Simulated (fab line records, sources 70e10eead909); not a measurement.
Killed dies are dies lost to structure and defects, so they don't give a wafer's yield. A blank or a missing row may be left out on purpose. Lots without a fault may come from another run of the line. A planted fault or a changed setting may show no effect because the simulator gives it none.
fab line records | flow nand_harc
record lots=24 wafers=72 last_day=33
route steps=1302 shown P_GATE@215 P_CONTACT@237 P_M0@275 P_M2@339
lots that met no fault: from a run of the same line without faults
start_h: hours from the record's first day to the start of the lot's first wafer shown | wait_h: hours since the lot's step before | " the same as in the row above | L1.1+2: a row that stands for several wafers | - no value, or no start given | * or withheld: withheld | < > ~ a bound
route shown NAME@n: a module of which the file shows steps, and the number in the route of the first | usual: mean/standard deviation of fault-free wafers | same: alike in all rows | chamber/n: place in a boat | sites: the reading at each site | _std_site: their standard deviation | _edge_site: outer sites' mean less inner sites' | radius_mm: how far each site lies from the wafer's centre | mask NAME#n: copy n | behind: the tool/chamber that last shaped the wafer | hold: why the lot was held/for how many hours/how that ended | device: the transistor (n, p or np) that didn't switch | end of line: the same wafers' tests at the end of the route | a step without rows: its recipe alone | killed: dies lost to structure and defects at the first sort, not the wafer's yield | map: a wafer's dies, x killed, . not, _ none there
set.NAME: the setting as run; set.NAME@STEP: as run at that earlier step | model.NAME: the simulator's own value behind a step, which no gauge read
steps of the route over a sample of lots; a table a step, a row a wafer
services: from which hour (start_h, from the record's first day; less than 0 if before it) a tool's chamber was out of use, for how many hours, and why
## steps
# step NHARC_P_GATE_RTA_82
# recipe temp_c=450 time_s=30
# usual lamp_power_pct=3.69/0.041 wafer_temp_C_max=453.5/0.67
# columns lot.wafer tool chamber start_h wait_h lamp_power_pct wafer_temp_C_max
L074.1 rtp_anneal-01 0 113.78 - 3.73 453.8
L074.2 " 0 " " 3.72 453.9
L074.5 " 0 " " 3.72 452.7
L075.2 rtp_anneal-02 0 127.73 - 3.65 453.9
L075.3 " 0 " " 3.64 452.7
L075.5 " 0 " " 3.64 452.3
L076.3 rtp_anneal-01 0 138.04 - 3.73 455.2
L076.5 " 0 " " 3.73 454.3
L076.6 " 0 " " 3.73 453.5
L077.3 rtp_anneal-01 0 147.28 - 3.73 452.8
L077.4 " 0 " " 3.72 454.1
L077.5 " 0 " " 3.72 452.7
L079.1 rtp_anneal-01 0 165.53 - 3.72 452.6
L079.4 " 0 " " 3.72 453.3
L079.6 " 0 " " 3.73 454.0
L078.2 rtp_anneal-02 0 165.88 - 3.63 453.6
L078.3 " 0 " " 3.64 453.4
L078.5 " 0 " " 3.64 453.0
L080.2 rtp_anneal-01 0 183.27 - 3.72 453.9
L080.4 " 0 " " 3.73 452.7
L080.6 " 0 " " 3.72 454.2
L081.1 rtp_anneal-01 0 189.05 - 3.73 453.4
L081.2 " 0 " " 3.73 454.4
L081.3 " 0 " " 3.72 455.5
L082.1 rtp_anneal-01 0 195.92 - 3.72 454.0
L082.3 " 0 " " 3.72 454.2
L082.6 " 0 " " 3.72 452.8
L083.3 rtp_anneal-02 0 206.10 - 3.65 453.3
L083.4 " 0 " " 3.64 453.6
L083.5 " 0 " " 3.64 453.1
L084.2 rtp_anneal-02 0 223.81 - 3.64 453.3
L084.5 " 0 " " 3.64 452.9
L084.6 " 0 " " 3.65 453.1
L085.1 rtp_anneal-02 0 229.25 - 3.64 453.4
L085.3 " 0 " " 3.65 454.1
L085.6 " 0 " " 3.64 453.5
L086.1 rtp_anneal-01 0 233.18 - 3.73 453.8
L086.2 " 0 " " 3.72 453.2
L086.5 " 0 " " 3.72 452.6
L087.4 rtp_anneal-02 0 240.40 - 3.64 453.0
L087.5 " 0 " " 3.64 453.1
L087.6 " 0 " " 3.64 452.7
L089.1 rtp_anneal-02 0 260.26 - 3.64 453.1
L089.2 " 0 " " 3.64 453.6
L089.3 " 0 " " 3.64 452.4
L088.2 rtp_anneal-01 0 260.51 - 3.73 454.0
L088.5 " 0 " " 3.72 453.1
L088.6 " 0 " " 3.73 453.7
L090.1 rtp_anneal-02 0 276.00 - 3.64 453.7
L090.4 " 0 " " 3.65 453.4
L090.5 " 0 " " 3.64 453.3
L091.2 rtp_anneal-02 0 280.82 - 3.64 453.2
L091.4 " 0 " " 3.64 452.6
L091.5 " 0 " " 3.64 453.2
L092.1 rtp_anneal-01 0 301.16 - 3.72 453.6
L092.5 " 0 " " 3.73 453.6
L092.6 " 0 " " 3.72 452.6
L093.1 rtp_anneal-01 0 301.94 - 3.73 453.6
L093.2 " 0 " " 3.72 454.4
L093.5 " 0 " " 3.73 452.8
L094.1 rtp_anneal-01 0 315.79 - 3.72 453.1
L094.2 " 0 " " 3.72 453.1
L094.5 " 0 " " 3.73 453.2
L095.1 rtp_anneal-02 0 328.72 - 3.64 453.9
L095.2 " 0 " " 3.64 452.8
L095.5 " 0 " " 3.64 453.8
L096.3 rtp_anneal-01 0 337.93 - 3.72 454.6
L096.5 " 0 " " 3.73 454.3
L096.6 " 0 " " 3.72 453.5
L097.1 rtp_anneal-01 0 345.75 - 3.73 453.8
L097.3 " 0 " " 3.72 453.6
L097.6 " 0 " " 3.72 453.9
# step NHARC_P_CONTACT_ETCH_36
# recipe target_depth_a=2600 over_etch_frac=0.25 time_s=406.25 ion_energy_ev=200 n2_flow_sccm=150 h2_flow_sccm=150 ar_flow_sccm=0 rf_w=400 bias_w=150 chemistry=N2/H2
# usual chamber_pressure_mTorr=29.996/0.026 drypump_motor_current_A=5.7/0.41 oes_product_au=0.999/0.0094 rf_vpp_V=430.1/2.6 showerhead_plenum_p_Torr=2.02/0.09 throttle_valve_pct=14.171/0.0095
# same over_etch_frac=0.25
# columns lot.wafer tool chamber start_h wait_h chamber_pressure_mTorr drypump_motor_current_A oes_product_au rf_hours_counter_h rf_vpp_V showerhead_plenum_p_Torr throttle_valve_pct
L074.2 rie_diel-10 0 - - 29.985 5.8 1.026 1.3 432.1 2.13 14.180
L074.1 " 2 " " 30.001 5.7 1.007 1.3 435.2 2.14 14.168
L074.5 " 1 " " 29.998 5.2 0.999 - 427.9 1.96 14.162
L075.2 rie_diel-01 0 - - 29.991 5.1 0.998 2.5 429.0 2.02 14.172
L075.3 " 1 " " 29.998 5.1 0.991 2.7 427.2 1.91 14.171
L075.5 " 3 " " 29.986 5.3 1.006 - 428.0 1.96 14.171
L076.3 rie_diel-07 0 - - 29.993 5.8 1.009 0.5 433.4 2.15 14.168
L076.6 " 3 " " 30.019 6.2 0.994 - 427.5 1.91 14.171
L076.5 " 0 " " 30.012 5.8 0.996 - 433.7 2.15 14.168
L077.3 rie_diel-01 1 - - 29.974 5.2 1.000 3.3 425.7 1.91 14.165
L077.4 " 3 " " 30.011 5.4 1.004 - 429.7 1.97 14.188
L077.5 " 0 " " 29.977 5.1 1.003 - 429.1 2.02 14.172
L079.1 rie_diel-10 2 - - 29.965 5.7 1.010 2.8 432.3 2.14 14.179
L079.4 " 0 " " 30.012 5.8 1.022 - 433.0 2.13 14.178
L079.6 " 2 " " 30.026 5.7 1.004 - 433.4 2.14 14.158
L078.3 rie_diel-01 3 - - 30.017 5.4 1.008 4.0 429.2 1.96 14.175
L078.2 " 0 " " 29.996 5.1 1.001 3.8 430.2 2.02 14.160
L078.5 " 0 " " 29.992 5.1 0.993 - 430.6 2.02 14.175
L080.2 rie_diel-07 3 - - 29.991 6.2 0.995 2.8 426.4 1.91 14.173
L080.4 " 0 " " 29.989 5.8 0.995 2.7 434.7 2.15 14.154
L080.6 " 2 " " 30.027 5.8 0.981 - 427.3 1.96 14.175
L081.1 rie_diel-10 1 - - 29.972 5.2 0.982 3.6 428.1 1.96 14.185
L081.2 " 2 " " 29.982 5.7 1.002 3.6 433.3 2.14 14.174
L081.3 " 3 " " 29.961 6.3 0.988 0.3 427.1 1.96 14.175
L082.1 rie_diel-01 0 - - 30.043 5.1 1.001 4.6 429.3 2.02 14.163
L082.3 " 1 " " 29.968 5.2 0.994 4.9 426.7 1.91 14.165
L082.6 " 3 " " 29.942 5.4 0.997 - 429.1 1.96 14.159
L083.3 rie_diel-07 1 - - 30.004 6.4 0.996 3.8 433.5 2.10 14.173
L083.4 " 2 " " 30.047 5.8 0.992 4.3 428.3 1.96 14.169
L083.5 " 1 " " 30.003 6.4 0.998 - 430.7 2.10 14.173
L084.2 rie_diel-10 1 - - 29.992 5.2 0.985 4.4 428.9 1.96 14.173
L084.5 " 2 " " 30.029 5.7 0.997 - 432.9 2.14 14.163
L084.6 " 3 " " 30.007 6.3 1.001 - 428.4 1.96 14.168
L085.3 rie_diel-07 0 - - 30.010 5.8 1.014 5.2 435.7 2.15 14.173
L085.1 " 1 " " 29.924 6.4 0.996 5.2 433.1 2.10 14.170
L085.6 " 1 " " 30.003 6.4 0.992 - 432.9 2.10 14.176
L086.2 rie_diel-01 2 - - 29.970 5.7 0.992 0.6 430.3 2.08 14.179
L086.1 " 3 " " 30.010 5.3 1.000 0.5 429.1 1.96 14.173
L086.5 " 2 " " 29.959 5.7 0.986 - 432.9 2.08 14.155
L087.4 rie_diel-07 2 - - 30.033 5.8 0.984 6.0 427.4 1.96 14.175
L087.6 " 0 " " 30.022 5.8 0.996 - 433.5 2.15 14.177
L087.5 " 1 " " 29.964 6.4 0.992 - 432.9 2.10 14.172
L089.3 rie_diel-10 0 - - 30.019 5.8 0.998 0.3 433.0 2.13 14.189
L089.1 " 1 " " 30.014 5.2 1.000 0.2 428.1 1.96 14.172
L089.2 " 3 " " 30.010 6.3 1.000 0.2 427.2 1.96 14.167
L088.2 rie_diel-01 2 - - 30.040 5.7 0.976 1.5 430.6 2.08 14.166
L088.5 " 2 " " 29.998 5.7 0.991 - 432.0 2.08 14.170
L088.6 " 3 " " 30.009 5.4 1.004 - 427.7 1.96 14.172
L090.1 rie_diel-01 3 - - 29.978 5.3 1.007 1.9 426.9 1.96 14.162
L090.4 " 1 " " 29.976 5.2 0.996 1.7 427.3 1.91 14.173
L090.5 " 3 " " 29.930 5.3 1.000 - 429.2 1.96 14.186
L091.4 rie_diel-10 2 - - 29.966 5.7 0.986 0.8 434.4 2.14 14.179
L091.2 " 3 " " 29.962 6.3 1.009 0.8 428.7 1.96 14.169
L091.5 " 1 " " 29.988 5.2 1.004 - 428.8 1.96 14.159
L092.1 rie_diel-10 3 - - 29.998 6.3 0.998 1.2 429.2 1.96 14.197
L092.6 " 2 " " 29.985 5.7 1.000 - 434.0 2.14 14.167
L092.5 " 3 " " 30.022 6.3 0.997 - 427.8 1.96 14.186
L093.2 rie_diel-07 0 - - 29.997 5.8 0.997 0.2 433.8 2.15 14.169
L093.1 " 2 " " 29.996 5.8 1.012 0.2 427.8 1.96 14.182
L093.5 " 3 " " 30.009 6.1 1.016 - 426.8 1.91 14.168
L094.2 rie_diel-07 1 - - 29.949 6.4 0.991 0.3 431.4 2.10 14.170
L094.1 " 2 " " 29.946 5.8 1.001 0.9 429.2 1.96 14.173
L094.5 " 0 " " 30.010 5.8 1.005 - 432.3 2.15 14.174
L095.2 rie_diel-01 2 - - 29.973 5.7 0.987 3.2 431.4 2.08 14.164
L095.1 " 3 " " 29.925 5.3 0.998 3.2 429.0 1.96 14.152
L095.5 " 3 " " 30.001 5.3 0.999 - 429.5 1.96 14.175
L096.3 rie_diel-07 3 - - 29.942 6.2 0.994 1.8 428.1 1.91 14.157
L096.5 " 3 " " 29.966 6.2 1.000 - 427.1 1.91 14.168
L096.6 " 0 " " 30.016 5.8 0.995 - 434.2 2.15 14.179
L097.3 rie_diel-07 0 - - 29.981 5.8 0.992 2.5 434.2 2.15 14.166
L097.1 " 3 " " 30.029 6.2 1.002 2.8 427.6 1.91 14.165
L097.6 " 0 " " 29.995 5.8 1.000 - 434.3 2.15 14.182
# step NHARC_P_CONTACT_ETCH_18
# recipe target_depth_a=4810 time_s=240.5 c4f8_flow_sccm=20 o2_flow_sccm=10 ar_flow_sccm=withheld rf_w=600 bias_w=1500 chemistry=C4F8/O2/Ar
# usual chamber_pressure_mTorr=25.001/0.025 oes_product_au=0.959/0.019 rf_vpp_V=977/5.5
# columns lot.wafer tool chamber start_h wait_h chamber_pressure_mTorr oes_product_au rf_hours_counter_h rf_vpp_V
L074.2 rie_diel-10 2 - - 25.035 0.962 1.5 983
L074.1 " 0 " " 25.051 0.976 1.5 986
L074.5 " 0 " " 24.973 0.971 - 984
L075.2 rie_diel-01 1 - - 24.977 0.947 2.8 970
L075.3 " 3 " " 24.983 0.987 2.8 974
L075.5 " 0 " " 24.978 0.982 - 977
L076.3 rie_diel-07 3 - - 24.894 0.960 0.6 972
L076.6 " 1 " " 25.024 0.968 - 982
L076.5 " 2 " " 25.030 0.943 - 973
L077.3 rie_diel-01 1 - - 24.994 0.965 3.5 970
L077.4 " 3 " " 25.001 0.960 - 974
L077.5 " 1 " " 25.020 0.958 - 969
L079.1 rie_diel-10 2 - - 24.998 0.970 3.0 984
L079.4 " 0 " " 24.987 0.965 - 985
L079.6 " 2 " " 24.997 0.962 - 984
L078.3 rie_diel-01 0 - - 24.994 0.961 4.0 977
L078.2 " 3 " " 24.984 0.971 4.2 974
L078.5 " 1 " " 24.978 0.956 - 970
L080.4 rie_diel-07 2 - - 24.980 0.944 3.0 973
L080.2 " 0 " " 25.042 0.945 2.8 986
L080.6 " 2 " " 25.017 0.935 - 972
L081.1 rie_diel-10 3 - - 24.974 0.947 0.4 973
L081.3 " 0 " " 25.003 0.983 3.8 983
L081.2 " 1 " " 25.011 0.964 3.8 975
L082.1 rie_diel-01 2 - - 24.991 0.964 3.9 981
L082.3 " 1 " " 24.950 0.963 5.0 969
L082.6 " 3 " " 24.990 0.992 - 974
L083.3 rie_diel-07 1 - - 24.988 0.970 4.0 981
L083.4 " 3 " " 25.022 0.952 4.3 971
L083.5 " 0 " " 25.008 0.973 - 985
L084.2 rie_diel-10 3 - - 25.012 0.925 1.3 973
L084.6 " 1 " " 25.008 0.908 - 972
L084.5 " 2 " " 24.984 0.919 - 984
L085.3 rie_diel-07 1 - - 24.996 0.948 5.4 981
L085.1 " 2 " " 25.021 0.946 5.6 975
L085.6 " 2 " " 25.012 0.943 - 972
L086.1 rie_diel-01 0 - - 24.998 0.956 0.6 976
L086.2 " 1 " " 24.992 0.985 0.8 970
L086.5 " 1 " " 25.033 0.974 - 970
L087.4 rie_diel-07 1 - - 24.976 0.968 6.1 982
L087.6 " 2 " " 24.969 0.941 - 974
L087.5 " 3 " " 25.016 0.956 - 969
L089.2 rie_diel-10 3 - - 24.964 0.957 0.3 973
L089.1 " 0 " " 24.979 0.982 0.5 986
L089.3 " 1 " " 25.016 0.988 0.4 974
L088.2 rie_diel-01 2 - - 24.999 0.916 1.7 979
L088.6 " 3 " " 25.033 0.930 - 975
L088.5 " 0 " " 24.969 0.933 - 977
L090.4 rie_diel-01 0 - - 25.016 0.983 1.8 977
L090.1 " 2 " " 24.977 0.951 2.1 980
L090.5 " 0 " " 24.967 0.962 - 976
L091.2 rie_diel-10 1 - - 25.017 0.979 1.2 973
L091.4 " 0 " " 25.009 0.976 1.1 983
L091.5 " 1 " " 25.007 0.962 - 973
L092.1 rie_diel-10 2 - - 25.037 0.923 1.6 984
L092.6 " 0 " " 24.996 0.930 - 983
L092.5 " 1 " " 24.992 0.925 - 973
L093.2 rie_diel-07 3 - - 25.006 0.961 0.4 970
L093.1 " 0 " " 25.023 0.969 0.4 984
L093.5 " 0 " " 24.976 0.974 - 985
L094.2 rie_diel-07 0 - - 24.963 0.987 1.0 984
L094.1 " 1 " " 25.023 0.975 0.4 981
L094.5 " 1 " " 24.998 0.979 - 981
L095.2 rie_diel-01 3 - - 25.039 0.962 3.4 973
L095.1 " 2 " " 25.044 0.950 3.4 981
L095.5 " 2 " " 24.976 0.961 - 980
L096.3 rie_diel-07 1 - - 25.015 0.975 1.2 981
L096.6 " 2 " " 25.016 0.966 - 972
L096.5 " 3 " " 24.966 0.967 - 969
L097.1 rie_diel-07 0 - - 25.028 0.960 2.7 985
L097.3 " 2 " " 24.990 0.974 2.5 972
L097.6 " 3 " " 25.039 0.964 - 970
# step NHARC_P_CONTACT_CD_MEAS_19
# usual cd_nm=89.8/1.7
# columns lot.wafer tool chamber start_h wait_h cd_nm
L074.1 cd_sem-01 - 116.96 - 90.9
L074.2 " - " " 89.3
L074.5 " - " " 89.4
L075.2 cd_sem-03 - 130.69 - 89.0
L075.3 " - " " 88.2
L075.5 " - " " 94.3
L076.3 cd_sem-03 - 142.60 - 90.5
L076.5 " - " " 90.3
L076.6 " - " " 91.0
L077.3 cd_sem-01 - 150.20 - 87.5
L077.4 " - " " 89.2
L077.5 " - " " 89.2
L079.1 cd_sem-02 - 168.54 - 91.2
L079.4 " - " " 89.8
L079.6 " - " " 90.3
L078.2 cd_sem-03 - 168.86 - 87.8
L078.3 " - " " 90.9
L078.5 " - " " 87.8
L080.2 cd_sem-02 - 186.28 - 91.4
L080.4 " - " " 90.4
L080.6 " - " " 86.4
L081.1 cd_sem-03 - 191.92 - 86.0
L081.2 " - " " 88.9
L081.3 " - " " 91.6
L082.1 cd_sem-02 - 198.66 - 88.9
L082.3 " - " " 88.5
L082.6 " - " " 89.0
L083.3 cd_sem-02 - 208.78 - 92.6
L083.4 " - " " 90.1
L083.5 " - " " 93.3
L084.2 cd_sem-02 - 226.76 - 86.9
L084.5 " - " " 89.2
L084.6 " - " " 90.6
L085.1 cd_sem-02 - 232.12 - 93.5
L085.3 " - " " 91.4
L085.6 " - " " 93.4
L086.1 cd_sem-03 - 235.92 - 90.6
L086.2 " - " " 87.5
L086.5 " - " " 87.4
L087.4 cd_sem-03 - 243.18 - 89.7
L087.5 " - " " 92.3
L087.6 " - " " 90.5
L089.1 cd_sem-02 - 263.12 - 91.0
L089.2 " - " " 91.9
L089.3 " - " " 89.1
L088.2 cd_sem-02 - 263.35 - 88.4
L088.5 " - " " 89.1
L088.6 " - " " 88.0
L090.1 cd_sem-02 - 278.91 - 88.8
L090.4 " - " " 90.0
L090.5 " - " " 88.8
L091.2 cd_sem-01 - 283.66 - 88.4
L091.4 " - " " 88.6
L091.5 " - " " 88.2
L092.1 cd_sem-01 - 304.02 - 90.1
L092.5 " - " " 90.3
L092.6 " - " " 90.1
L093.1 cd_sem-02 - 304.83 - 88.1
L093.2 " - " " 90.5
L093.5 " - " " 91.1
L094.1 cd_sem-02 - 318.67 - 89.9
L094.2 " - " " 90.5
L094.5 " - " " 92.7
L095.1 cd_sem-03 - 331.73 - 91.7
L095.2 " - " " 90.6
L095.5 " - " " 88.8
L096.3 cd_sem-02 - 340.74 - 94.1
L096.5 " - " " 91.2
L096.6 " - " " 90.5
L097.1 cd_sem-01 - 348.67 - 90.7
L097.3 " - " " 91.4
L097.6 " - " " 91.1
# step NHARC_P_M0_PVD_21
# recipe target_thk_a=300 chamber_pressure_pa=5 power_w=5000 substrate_temp_c=30 time_s=20.49 material=Cu
# usual chamber_pressure_pa=5.000/0.0098 throttle_valve_pct=29.9/0.82
# columns lot.wafer tool chamber start_h wait_h chamber_pressure_pa throttle_valve_pct
L074.2 pvd_sputter-02 - - - 4.985 30.0
L074.1 " - " " 4.994 29.1
L074.5 " - " " 4.995 30.3
L075.2 pvd_sputter-01 - - - 5.004 30.5
L075.3 " - " " 5.000 30.6
L075.5 " - " " 5.017 30.5
L076.3 pvd_sputter-02 - - - 4.995 28.8
L076.6 " - " " 5.006 28.9
L076.5 " - " " 5.005 30.6
L077.3 pvd_sputter-03 - - - 4.996 28.4
L077.4 " - " " 4.999 31.2
L077.5 " - " " 4.997 28.9
L079.1 pvd_sputter-01 - - - 5.000 30.8
L079.4 " - " " 4.999 30.6
L079.6 " - " " 4.991 30.2
L078.3 pvd_sputter-02 - - - 4.995 30.8
L078.2 " - " " 5.007 30.0
L078.5 " - " " 5.000 30.7
L080.4 pvd_sputter-01 - - - 5.002 29.8
L080.2 " - " " 5.012 30.6
L080.6 " - " " 5.020 30.3
L081.2 pvd_sputter-02 - - - 5.005 28.7
L081.1 " - " " 4.984 30.9
L081.3 " - " " 5.007 30.3
L082.3 pvd_sputter-01 - - - 4.991 30.1
L082.1 " - " " 5.003 30.5
L082.6 " - " " 4.980 30.2
L083.3 pvd_sputter-02 - - - 5.004 30.8
L083.4 " - " " 5.007 28.7
L083.5 " - " " 4.987 30.2
L084.2 pvd_sputter-03 - - - 5.002 28.8
L084.6 " - " " 5.008 29.3
L084.5 " - " " 5.020 30.9
L085.3 pvd_sputter-03 - - - 5.016 28.2
L085.1 " - " " 4.990 29.0
L085.6 " - " " 4.996 28.9
L086.2 pvd_sputter-02 - - - 4.999 30.1
L086.1 " - " " 4.995 28.7
L086.5 " - " " 5.005 28.9
L087.4 pvd_sputter-01 - - - 4.997 30.4
L087.6 " - " " 4.997 29.7
L087.5 " - " " 5.004 29.9
L089.3 pvd_sputter-01 - - - 4.997 30.4
L089.2 " - " " 4.998 29.4
L089.1 " - " " 4.995 30.4
L088.2 pvd_sputter-03 - - - 5.007 29.5
L088.6 " - " " 5.009 30.9
L088.5 " - " " 5.003 28.6
L090.4 pvd_sputter-03 - - - 4.995 28.9
L090.1 " - " " 4.997 29.2
L090.5 " - " " 5.007 28.8
L091.2 pvd_sputter-01 - - - 4.988 29.9
L091.4 " - " " 5.016 30.3
L091.5 " - " " 4.995 29.7
L092.1 pvd_sputter-02 - - - 4.982 29.3
L092.5 " - " " 5.009 29.0
L092.6 " - " " 5.007 30.7
L093.2 pvd_sputter-02 - - - 5.003 30.5
L093.1 " - " " 5.004 31.3
L093.5 " - " " 4.999 30.7
L094.2 pvd_sputter-03 - - - 5.007 28.7
L094.1 " - " " 4.994 29.3
L094.5 " - " " 5.006 28.6
L095.2 pvd_sputter-01 - - - 5.011 30.0
L095.1 " - " " 4.991 30.7
L095.5 " - " " 5.005 30.0
L096.3 pvd_sputter-03 - - - 5.003 29.3
L096.6 " - " " 5.002 28.5
L096.5 " - " " 4.999 29.3
L097.3 pvd_sputter-01 - - - 5.000 30.1
L097.1 " - " " 4.978 31.0
L097.6 " - " " 4.993 29.7
# step NHARC_P_M2_PRE_CLEAN_30
# recipe time_s=30 temp_c=280 gas=H2/He
# usual heater_power_w=408/43
# columns lot.wafer tool chamber start_h wait_h heater_power_w
L074.2 pvd_sputter-01 - - - 427
L074.1 " - " " 348
L074.5 " - " " 439
L075.2 pvd_sputter-01 - - - 435
L075.3 " - " " 363
L075.5 " - " " 352
L076.3 pvd_sputter-01 - - - 434
L076.5 " - " " 368
L076.6 " - " " 426
L077.4 pvd_sputter-03 - - - 369
L077.3 " - " " 432
L077.5 " - " " 369
L079.4 pvd_sputter-03 - - - 489
L079.1 " - " " 385
L079.6 " - " " 490
L078.2 pvd_sputter-01 - - - 359
L078.3 " - " " 429
L078.5 " - " " 356
L080.2 pvd_sputter-02 - - - 400
L080.4 " - " " 469
L080.6 " - " " 412
L081.1 pvd_sputter-01 - - - 361
L081.3 " - " " 432
L081.2 " - " " 416
L082.1 pvd_sputter-01 - - - 350
L082.3 " - " " 364
L082.6 " - " " 441
L083.3 pvd_sputter-02 - - - 423
L083.4 " - " " 356
L083.5 " - " " 360
L084.2 pvd_sputter-03 - - - 383
L084.6 " - " " 386
L084.5 " - " " 461
L085.3 pvd_sputter-01 - - - 380
L085.1 " - " " 376
L085.6 " - " " 394
L086.2 pvd_sputter-03 - - - 461
L086.1 " - " " 489
L086.5 " - " " 395
L087.4 pvd_sputter-03 - - - 395
L087.6 " - " " 392
L087.5 " - " " 478
L089.2 pvd_sputter-02 - - - 456
L089.3 " - " " 410
L089.1 " - " " 371
L088.2 pvd_sputter-03 - - - 402
L088.5 " - " " 396
L088.6 " - " " 484
L090.4 pvd_sputter-03 - - - 483
L090.1 " - " " 390
L090.5 " - " " 389
L091.4 pvd_sputter-03 - - - 406
L091.2 " - " " 465
L091.5 " - " " 395
L092.1 pvd_sputter-01 - - - 382
L092.6 " - " " 388
L092.5 " - " " 415
L093.1 pvd_sputter-02 - - - 456
L093.2 " - " " 350
L093.5 " - " " 337
L094.1 pvd_sputter-03 - - - 397
L094.2 " - " " 473
L094.5 " - " " 389
L095.2 pvd_sputter-02 - - - 461
L095.1 " - " " 345
L095.5 " - " " 456
L096.3 pvd_sputter-02 - - - 389
L096.5 " - " " 469
L096.6 " - " " 348
L097.3 pvd_sputter-01 - - - 391
L097.1 " - " " 395
L097.6 " - " " 389
## services
# columns tool chamber start_h hours kind
rie_diel-07 0 96.20 - clean
rie_diel-07 1 96.20 - clean
rie_diel-07 2 96.20 - clean
rie_diel-07 3 96.20 - clean
pvd_sputter-02 - 104.00 10.0 pm
rie_diel-07 - 117.20 9.0 pm
rie_diel-07 0 117.20 9.0 vent_cycle
rie_diel-01 2 149.37 35.2 repair
pvd_sputter-03 - 170.18 10.0 pm
rie_diel-01 - 203.80 9.0 pm
pvd_sputter-01 - 226.00 10.0 pm
rie_diel-10 - 242.54 9.0 pm
pvd_sputter-01 - 272.83 5.4 repair
pvd_sputter-02 - 282.00 10.0 pm
rie_diel-07 2 286.92 3.3 repair
rie_diel-07 - 294.20 9.0 pm
rie_diel-07 0 318.46 11.5 repair
rie_diel-07 1 322.69 3.7 repair
rie_diel-10 1 326.92 8.7 repair
rie_diel-01 0 328.31 10.0 repair
rie_diel-01 1 334.30 5.2 repair
pvd_sputter-03 - 348.18 10.0 pm
rie_diel-07 2 351.74 63.2 repair
rie_diel-01 0 354.52 5.8 repair
## key
fault none
